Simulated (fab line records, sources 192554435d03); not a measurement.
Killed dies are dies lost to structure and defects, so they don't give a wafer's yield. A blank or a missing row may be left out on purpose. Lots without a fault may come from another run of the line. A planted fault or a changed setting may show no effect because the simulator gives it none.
Chamber matching | flow n5_finfet | N5_BEOL_M11_DEP_56 on pecvd-01: 3 sister chambers
The step deposits SiCN from 3MS/NH3, target thk 30 nm, time 10.5 s. 6 wafers are shown with their chamber, then 10 later ones without.

WAFERS WITH THEIR CHAMBER
wafer  | chamber | throttle_valve_pct (%) | showerhead_plenum_p_Torr (Torr)
L079.6 | 2       | 19.3                   | 4.170
L080.1 | 2       | 19.1                   | 4.154
L085.5 | 0       | 17.3                   | 4.123
L085.6 | 1       | 18.1                   | 4.154
L088.3 | 0       | 17.2                   | 4.123
L088.4 | 1       | 18.3                   | 4.150

WAFERS WITHOUT THEIR CHAMBER
wafer  | throttle_valve_pct (%) | showerhead_plenum_p_Torr (Torr)
L088.6 | 19.4                   | 4.155
L087.2 | 17.2                   | 4.118
L087.3 | 18.4                   | 4.155
L087.4 | 17.4                   | 4.110
L091.1 | 17.3                   | 4.114
L091.2 | 18.2                   | 4.150
L091.5 | 19.6                   | 4.175
L092.1 | 17.3                   | 4.118
L092.2 | 19.3                   | 4.160
L092.3 | 18.3                   | 4.146

WHICH CHAMBER EACH WENT THROUGH
wafer  | from the rows above | in truth
L088.6 | 2                   | 2
L087.2 | 0                   | 0
L087.3 | 1                   | 1
L087.4 | 0                   | 0
L091.1 | 0                   | 0
L091.2 | 1                   | 1
L091.5 | 2                   | 2
L092.1 | 0                   | 0
L092.2 | 2                   | 2
L092.3 | 1                   | 1
Placed correctly: 10 of 10. Can't be placed from these rows: 0. Placed wrongly: 0.
How it was worked out, from the rows above alone: a wafer's distance from a chamber is the root of the sum, over the readings, of the square of ((its reading less the chamber's mean) divided by the reading's scatter). The wafer belongs to the nearest chamber; if the next one is less than 2 further off, it can't be placed. A chamber's mean is the mean of its shown wafers. The scatter: the root of (the sum of the squares of (reading less its chamber's mean) over the shown wafers, divided by (wafers less chambers)).
